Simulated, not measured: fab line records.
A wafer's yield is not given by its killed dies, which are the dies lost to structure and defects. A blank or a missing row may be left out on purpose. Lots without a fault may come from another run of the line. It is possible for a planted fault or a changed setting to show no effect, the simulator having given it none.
One fault through the eyes of 2 desks    flow n5-finfet    what lay behind the numbers comes last; until then each desk has only its own

METROLOGY DESK
What the gauges read for every lot (on any tool): the sampled wafers with a number, averaged. Marked OUT: a lot whose mean sits more than 4 standard deviations from the usual mean, which makes it out of limits; the brackets give that distance. Readings shown: 7 of its 10, picked as those furthest out on some lot.
Columns: A = DIBL_N at N5_BEOL_M4_RC_MEAS_101, usual 36.5 mV/V; B = ION_N at N5_BEOL_M4_RC_MEAS_101, usual 675 uA/um; C = ION_P at N5_BEOL_M4_RC_MEAS_101, usual 464 uA/um; D = SS_N at N5_BEOL_M4_RC_MEAS_101, usual 71.5 mV/dec; E = SS_P at N5_BEOL_M4_RC_MEAS_101, usual 73.4 mV/dec; F = VT_N at N5_BEOL_M4_RC_MEAS_101, usual 249.7 mV; G = VT_P at N5_BEOL_M4_RC_MEAS_101, usual -250 mV
lot   first seen here  A     B    C    D     E     F      G
L503  day 9 03:38      35.9  664  457  71.1  72.9  252.1  -253
L510  day 10 21:56     36.8  672  461  71.7  73.2  250.1  -250
L509  day 11 00:14     37.5  675  463  71.5  73.7  250.2  -250
L512  day 11 08:00     36.2  677  470  71.8  73.5  245.7  -246
This desk's verdict: no lot among the 4 shows anything out of limits.

FOR THE TOOL OWNER'S DESK: litho-track-05
The tool's own readings at N5_BEOL_M3_COAT_05 (resist thk 30 nm): means of the sampled wafers that have a number, for each lot that ran on this tool. Marked OUT: a lot whose mean sits more than 4 standard deviations from the usual mean, which makes it out of limits; the brackets give that distance.
Columns: A = chill-plate-temp-C at N5_BEOL_M3_COAT_05, usual 22.99 C; B = exhaust-pa at N5_BEOL_M3_COAT_05, usual 44.9 Pa; C = spin-speed-rpm at N5_BEOL_M3_COAT_05, usual 1499.9 rpm
lot   first seen here  A      B     C
L503  day 8 03:02      22.89  44.2  1498.4
L510  day 9 13:06      22.90  45.5  1446.5 (-56) OUT
L509  day 9 18:30      23.01  47.1  1447.4 (-55) OUT
This desk's finding: out of limits on L509, L510; first on L510, day 9 13:06 (spin-speed-rpm at N5_BEOL_M3_COAT_05). L503: within limits.

TAKEN TOGETHER
The tool owner's desk had the chance to raise an alarm at day 9 13:06 on L509, L510.
The metrology desk saw nothing out of limits.
The metrology desk has L509, L510 on record, within its limits.
Every lot named ran N5_BEOL_M3_COAT_05 on litho-track-05.

WHAT HAD BEEN PUT IN BY THE SIMULATOR
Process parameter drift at N5_BEOL_M3_COAT_05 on litho-track-05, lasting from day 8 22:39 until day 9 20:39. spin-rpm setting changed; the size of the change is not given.
Shown lots that were struck: L509, L510.
Hours from the fault's start to each desk's first reading out of limits: the tool owner's desk, 14.
